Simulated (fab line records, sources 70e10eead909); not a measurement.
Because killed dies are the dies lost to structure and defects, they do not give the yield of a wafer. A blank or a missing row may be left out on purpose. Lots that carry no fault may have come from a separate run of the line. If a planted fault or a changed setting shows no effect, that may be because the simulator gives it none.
Matching of chambers / flow nandHarc / rieDiel-07 running NHARC_A_STAIRCASE_DESCUM_270: 4 sister chambers
The step chemistry O2, time 3 s. 4 wafers are shown with their chamber, then 10 later ones without.

== WAFERS, EACH WITH ITS CHAMBER ==
wafer=L085.2; chamber=1; showerheadPlenumPTorr (Torr)=1.78
wafer=L084.5; chamber=2; showerheadPlenumPTorr (Torr)=1.97
wafer=L088.2; chamber=0; showerheadPlenumPTorr (Torr)=2.04
wafer=L088.3; chamber=3; showerheadPlenumPTorr (Torr)=2.01

== WAFERS MISSING THEIR CHAMBER ==
wafer=L088.5; showerheadPlenumPTorr (Torr)=2.04
wafer=L091.1; showerheadPlenumPTorr (Torr)=1.77
wafer=L091.2; showerheadPlenumPTorr (Torr)=2.01
wafer=L091.5; showerheadPlenumPTorr (Torr)=1.77
wafer=L094.1; showerheadPlenumPTorr (Torr)=1.77
wafer=L094.4; showerheadPlenumPTorr (Torr)=2.01
wafer=L094.5; showerheadPlenumPTorr (Torr)=1.77
wafer=L095.1; showerheadPlenumPTorr (Torr)=2.01
wafer=L095.3; showerheadPlenumPTorr (Torr)=1.77
wafer=L095.6; showerheadPlenumPTorr (Torr)=1.77

== EACH ONE'S CHAMBER ==
wafer=L088.5; from the rows above=0; in truth=0
wafer=L091.1; from the rows above=1; in truth=1
wafer=L091.2; from the rows above=3; in truth=3
wafer=L091.5; from the rows above=1; in truth=1
wafer=L094.1; from the rows above=1; in truth=1
wafer=L094.4; from the rows above=3; in truth=3
wafer=L094.5; from the rows above=1; in truth=1
wafer=L095.1; from the rows above=3; in truth=3
wafer=L095.3; from the rows above=1; in truth=1
wafer=L095.6; from the rows above=1; in truth=1
Placed correctly: 10 of 10. From these rows, 0 cannot be placed. Number placed wrongly: 0.
How it was worked out, from the rows above alone: a wafer's distance from a chamber is the root of the sum, over the readings, of the square of ((its reading less the chamber's mean) divided by the reading's scatter). If the next closest chamber is less than 2 further off than the closest, the wafer can't be placed; otherwise it belongs to the closest. Each chamber's mean is taken over the wafers shown for it. The scatter: root of mean squared gap, hidden wafer to nearest shown wafer, with one shown wafer a chamber.
